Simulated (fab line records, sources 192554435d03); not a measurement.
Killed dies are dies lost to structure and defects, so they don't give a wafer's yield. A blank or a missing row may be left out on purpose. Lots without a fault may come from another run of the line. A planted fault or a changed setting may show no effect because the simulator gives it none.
A struck lot beside a sound one | flow n5_finfet | 14 steps out of a route of 1938
Sound: wafers L981.2, L981.4, L981.5. Struck: wafers L987.1, L987.4, L987.6. The cause comes at the end.
At each step with rows: each side's tool, then ch and its chambers, then its first start. Under that, the readings that differ: sound wafers | struck wafers | difference of the means | sigmas: that difference in standard deviations of wafers without a fault.
alike: readings whose means differ by less than 2 such deviations, and words and numbers that are the same on both sides. not compared: withheld readings, readings that some wafer has no value for, bounds like >300 that may hide the same value, and numbers for which the record gives no deviation and whose values overlap.
The two part at a step that has a row with sigmas, a row that says differs or no value, or rows on one side only. Numbers that don't overlap but have no deviation are shown without sigmas and don't part them. A reading that every wafer of one side lacks parts them only if that side has two wafers or more.

N5_BEOL_M5_CURE_79: cures SiCOH lowk, time 240 s.
  sound on uv_cure-01 ch 2, day 10 01:20; struck on uv_cure-03 ch 0, day 11 13:02
  reading          | sound             | struck            | difference | sigmas
  wafer_temp_C_max | 386.4 386.5 386.1 | 388.0 388.4 387.0 | +1.5       | +2
  alike: lamp_power_pct
N5_BEOL_M5_THK_MEAS_01:
  sound on film_metro-02, day 10 01:46; struck on film_metro-01, day 11 13:33
  alike: M5_ILD_THK
N5_BEOL_M5_PECVD_70: deposits SiO2 from TEOS/O2, target thk 16 nm, time 18 s.
  sound on pecvd-01 ch 0,1,2, day 10 01:48; struck on pecvd-03 ch 0,1,2, day 11 13:35
  alike: heater_power_w, showerhead_plenum_p_Torr, throttle_valve_pct
N5_BEOL_M5_HM_DEP_02: deposits TiN, target thk 20 nm.
  sound on pvd_sputter-02, day 10 05:32; struck on pvd_sputter-01, day 11 15:20
  alike: throttle_valve_pct
then, 8 steps without rows for these wafers: N5_BEOL_M5_COAT_59 (time 60 s, resist thk 60 nm); N5_BEOL_M5_COAT_60 (time 60 s, resist thk 12 nm); N5_BEOL_M5_COAT_71 (time 60 s, resist thk 5 nm); N5_BEOL_M5_COAT_05 (resist thk 30 nm); N5_BEOL_M5_EBR_07; N5_BEOL_M5_SOFTBAKE_06 (time 60 s); N5_BEOL_M5_EXPOSE_08 (exposes mask M5, target cd 28 nm); N5_BEOL_M5_PEB_09 (peb time 60 s).
N5_BEOL_M5_DEVELOP_10: develop time 30 s.
  sound on litho_track-05 ch 0, day 10 05:52; struck on litho_track-05, day 11 15:48
  no value came back on the struck wafers for chill_plate_temp_C (C), develop_time_s (s), exhaust_pa (Pa); on the sound wafers chill_plate_temp_C (C) reads 23.05 22.98 23.05
  reading                                      | sound          | struck   | difference | sigmas
  model.CAR-EUV_of_BEOL_M5_COAT_05.thk_nm (nm) | 29.6 29.6 29.6 | 30 30 30 | +0         |
N5_BEOL_M5_CD_MEAS_11: target cd 27.74 nm.
  sound on cd_sem-03 ch 0, day 10 05:56; struck on cd_sem-02 ch 0, day 11 15:52
  reading    | sound             | struck | difference                    | sigmas
  cd_nm (nm) | 28.02 28.13 27.74 | - - -  | no value on the struck wafers |

WHERE THEY PART
First at N5_BEOL_M5_CURE_79; last, within this record, at N5_BEOL_M5_CD_MEAS_11.

WHY: what the simulator had put in
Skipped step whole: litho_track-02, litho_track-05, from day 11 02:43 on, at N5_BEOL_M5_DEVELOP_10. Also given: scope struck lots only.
